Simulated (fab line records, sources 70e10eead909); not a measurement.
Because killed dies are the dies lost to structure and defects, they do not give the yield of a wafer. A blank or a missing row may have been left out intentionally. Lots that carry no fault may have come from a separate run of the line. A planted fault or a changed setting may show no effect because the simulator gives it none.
What tool caused it? | flow nand-harc | at 1 step of a route of 1159, 14 lots with 42 wafers sampled

## WHAT EACH GAUGE READ, for each wafer
NHARC_THIN_TSV_CD_MEAS_16. Usual: cd-nm reads 1000.6 nm (standard deviation 2.4).
lot  | measured     | on        | cd-nm (nm)           | flag
L974 | day 19 00:56 | cd-sem-02 | 1002.0 1007.2 997.8  |
L978 | day 19 07:42 | cd-sem-02 | 1000.2 999.5 1001.2  |
L973 | day 19 10:04 | cd-sem-01 | 999.2 997.8 998.7    |
L975 | day 19 11:26 | cd-sem-03 | 1003.7 1004.8 1006.1 |
L983 | day 20 22:33 | cd-sem-02 | 1000.2 1000.4 1002.4 |
L981 | day 20 23:54 | cd-sem-03 | 1002.9 1000.9 998.6  |
L980 | day 21 05:46 | cd-sem-01 | 995.0 1001.2 998.4   |
L982 | day 21 07:14 | cd-sem-02 | 1002.8 1000.7 997.8  |
L985 | day 21 15:19 | cd-sem-02 | 997.5 994.3 1000.1   |
L988 | day 21 16:29 | cd-sem-01 | 1002.0 998.8 1001.5  |
L986 | day 21 22:19 | cd-sem-03 | 999.7 997.0 998.8    |
L984 | day 21 23:19 | cd-sem-01 | 1000.1 1001.5 998.0  |
L987 | day 22 13:14 | cd-sem-01 | 1002.9 1001.1 997.8  |
L996 | day 25 04:10 | cd-sem-01 | 999.2 999.3 1001.8   |

## EACH LOT AND THE TOOL THAT RAN IT (in order: tool; ch and the chambers of the sampled wafers; start)
There is no process step in the record ahead of these readings.

## WHAT THE TOOLS THEMSELVES READ (means of the sampled wafers that have a number; where no wafer has one, the mark that the record gives instead)
The record holds no such reading with a usual standard deviation.

## THE ANSWER, worked out from the rows above alone
Rule: a lot is off if the mean of its wafers that have a number lies more than 3 standard deviations from the usual mean. Also off: a lot with no number at a reading for which 4 or more lots have one. All remaining lots with rows at the step are treated as sound. After the gauges, taken in route order, come the tools' own readings; for these a lot's mean is taken, as printed above. At the first step where some lot is off, the reading lying furthest off is the one used; lots without a number count as furthest.
Nothing can be told from this: no lot is off at any reading shown.

## WHAT HAD BEEN PUT IN BY THE SIMULATOR
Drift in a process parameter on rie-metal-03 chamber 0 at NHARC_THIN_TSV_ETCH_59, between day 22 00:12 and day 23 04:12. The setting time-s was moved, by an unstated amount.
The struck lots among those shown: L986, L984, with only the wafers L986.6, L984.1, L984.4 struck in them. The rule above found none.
